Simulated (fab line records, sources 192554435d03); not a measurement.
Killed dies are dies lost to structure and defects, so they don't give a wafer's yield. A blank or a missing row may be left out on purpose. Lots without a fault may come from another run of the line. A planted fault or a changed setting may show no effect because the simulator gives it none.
One fault seen from 2 desks | flow n5_finfet | each desk has only its own numbers; what lay behind them comes last

THE TOOL OWNER'S DESK: ald_sin-01
The tool's own readings at N5_SPACER0_ALD_00 (deposits SiOCN, target thk 3.5 nm, pulse time 3 s, purge time 2 s): means of the sampled wafers that have a number, for each lot that ran on this tool. A lot is out of limits, marked OUT, if its mean lies more than 4 standard deviations from the usual mean; the brackets give that distance.
Columns: A = chamber_pressure_Torr at N5_SPACER0_ALD_00, usual 2.001 Torr; B = heater_power_w at N5_SPACER0_ALD_00, usual 853 W; C = precursor_pulse_height_rel at N5_SPACER0_ALD_00, usual 0.999
lot  | first seen here | A     | B   | C
L596 | day 4 10:55     | 2.006 | 764 | 0.998
L597 | day 4 20:43     | 2.003 | 862 | 0.994
L599 | day 5 04:38     | 2.009 | 770 | 0.993
L613 | day 8 12:17     | 2.001 | 860 | 0.995
This desk's finding: nothing out of limits on any of the 4 lots.

THE METROLOGY DESK
What the gauges read, lot by lot, whatever tool the lot ran on: means of the sampled wafers that have a number. A lot is out of limits, marked OUT, if its mean lies more than 4 standard deviations from the usual mean; the brackets give that distance. Of its 18 readings 7 are shown: the one that was out of limits first, and those that lie furthest out on some lot.
Columns: A = IOFF_P at N5_BEOL_M4_RC_MEAS_101, usual 0.25 nA/um; B = IOFF_P_85C at N5_BEOL_M4_RC_MEAS_101, usual 4.3 nA/um; C = IOFF_P_LIN at N5_BEOL_M4_RC_MEAS_101, usual 0.114 nA/um; D = ION_P at N5_BEOL_M4_RC_MEAS_101, usual 467 uA/um; E = REXT_N at N5_BEOL_M4_RC_MEAS_101, usual 75.8 ohm.um; F = VT_P at N5_BEOL_M4_RC_MEAS_101, usual -248 mV; G = VT_P_LVT at N5_BEOL_M4_RC_MEAS_101, usual -97 mV
lot  | first seen here | A    | B   | C     | D              | E    | F    | G
L597 | day 12 01:31    | 0.49 | 7.2 | 0.190 | 505 (+4.5) OUT | 67.8 | -234 | -85
L596 | day 12 08:58    | 0.39 | 6.1 | 0.158 | 483            | 70.7 | -242 | -90
L599 | day 12 21:00    | 0.36 | 5.7 | 0.158 | 488            | 68.4 | -240 | -89
L606 | day 14 05:09    | 0.23 | 3.9 | 0.108 | 467            | 77.7 | -249 | -98
L613 | day 16 07:40    | 0.26 | 4.4 | 0.114 | 468            | 77.1 | -247 | -95
This desk's finding: out of limits on L597; first on L597, day 12 01:31 (ION_P at N5_BEOL_M4_RC_MEAS_101). In limits: L596, L599, L606, L613.

PUT TOGETHER
The metrology desk could have raised an alarm at day 12 01:31, on L597.
The tool owner's desk saw nothing out of limits.
The tool owner's desk has L597 on record, within its limits.
Of the lots named, all ran N5_SPACER0_ALD_00 on ald_sin-01.

WHAT THE SIMULATOR HAD PUT IN
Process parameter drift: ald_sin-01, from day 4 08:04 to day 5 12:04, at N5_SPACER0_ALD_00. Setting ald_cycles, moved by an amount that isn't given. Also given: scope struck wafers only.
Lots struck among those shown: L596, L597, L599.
Hours from the fault's start to each desk's first reading out of limits: the metrology desk, 185.
